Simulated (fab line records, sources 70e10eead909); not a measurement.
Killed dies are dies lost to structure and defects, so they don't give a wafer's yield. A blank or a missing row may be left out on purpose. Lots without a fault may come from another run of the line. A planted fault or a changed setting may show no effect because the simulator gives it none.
Chamber matching | flow nand_harc | NHARC_A_DECK1_JOINT_ETCHBACK_00 on rie_si-06: 4 sister chambers
The step etches the open film in HBr, target depth 30 nm, time 17.4 s. 16 wafers are shown with their chamber, then 8 later ones without.

WAFERS WITH THEIR CHAMBER
wafer  | chamber | drypump_motor_current_A (A) | oes_product_au (a.u.) | throttle_valve_pct (%)
L238.1 | 3       | 5.12                        | 1.007                 | 23.274
L238.2 | 1       | 5.27                        | 0.999                 | 23.280
L238.5 | 0       | 4.85                        | 0.982                 | 23.278
L240.3 | 1       | 5.25                        | 0.999                 | 23.268
L240.4 | 0       | 4.85                        | 0.987                 | 23.256
L240.5 | 1       | 5.27                        | 1.005                 | 23.267
L236.1 | 2       | 5.69                        | 1.010                 | 23.257
L236.2 | 0       | 4.82                        | 0.985                 | 23.260
L236.3 | 1       | 5.29                        | 1.012                 | 23.273
L241.1 | 3       | 5.17                        | 0.994                 | 23.263
L241.3 | 2       | 5.69                        | 0.999                 | 23.269
L241.5 | 3       | 5.16                        | 0.986                 | 23.250
L244.1 | 3       | 5.17                        | 1.001                 | 23.258
L244.2 | 2       | 5.71                        | 1.002                 | 23.270
L244.6 | 2       | 5.71                        | 0.994                 | 23.268
L252.2 | 0       | 4.84                        | 0.986                 | 23.266

SIGNATURES (means of the wafers above)
reading                 | chamber 0 | chamber 1 | chamber 2 | chamber 3 | scatter within a chamber
drypump_motor_current_A | 4.8400    | 5.2700    | 5.7000    | 5.1550    | 0.0171
oes_product_au          | 0.98500   | 1.00375   | 1.00125   | 0.99700   | 0.00652
throttle_valve_pct      | 23.26500  | 23.27200  | 23.26600  | 23.26125  | 0.00814
Rule: a wafer's distance from a chamber is the root of the sum, over the readings, of the square of ((its reading less the chamber's mean) divided by the reading's scatter). The wafer belongs to the nearest chamber; if the next one is less than 2 further off, it can't be placed. The scatter: the root of (the sum of the squares of (reading less its chamber's mean) over the shown wafers, divided by (wafers less chambers)).

WAFERS WITHOUT THEIR CHAMBER
wafer  | drypump_motor_current_A (A) | oes_product_au (a.u.) | throttle_valve_pct (%)
L252.4 | 5.70                        | 1.007                 | 23.259
L252.6 | 4.84                        | 0.985                 | 23.273
L254.3 | 5.27                        | 1.018                 | 23.263
L254.5 | 5.29                        | 1.015                 | 23.261
L254.6 | 4.84                        | 0.988                 | 23.266
L256.1 | 4.83                        | 0.981                 | 23.267
L256.5 | 5.17                        | 0.989                 | 23.277
L256.6 | 5.69                        | 1.006                 | 23.270

WHICH CHAMBER EACH WENT THROUGH
wafer  | from the rows above | in truth
L252.4 | 2                   | 2
L252.6 | 0                   | 0
L254.3 | 1                   | 1
L254.5 | 1                   | 1
L254.6 | 0                   | 0
L256.1 | 0                   | 0
L256.5 | 3                   | 3
L256.6 | 2                   | 2
Placed correctly: 8 of 8. Can't be placed from these rows: 0. Placed wrongly: 0.
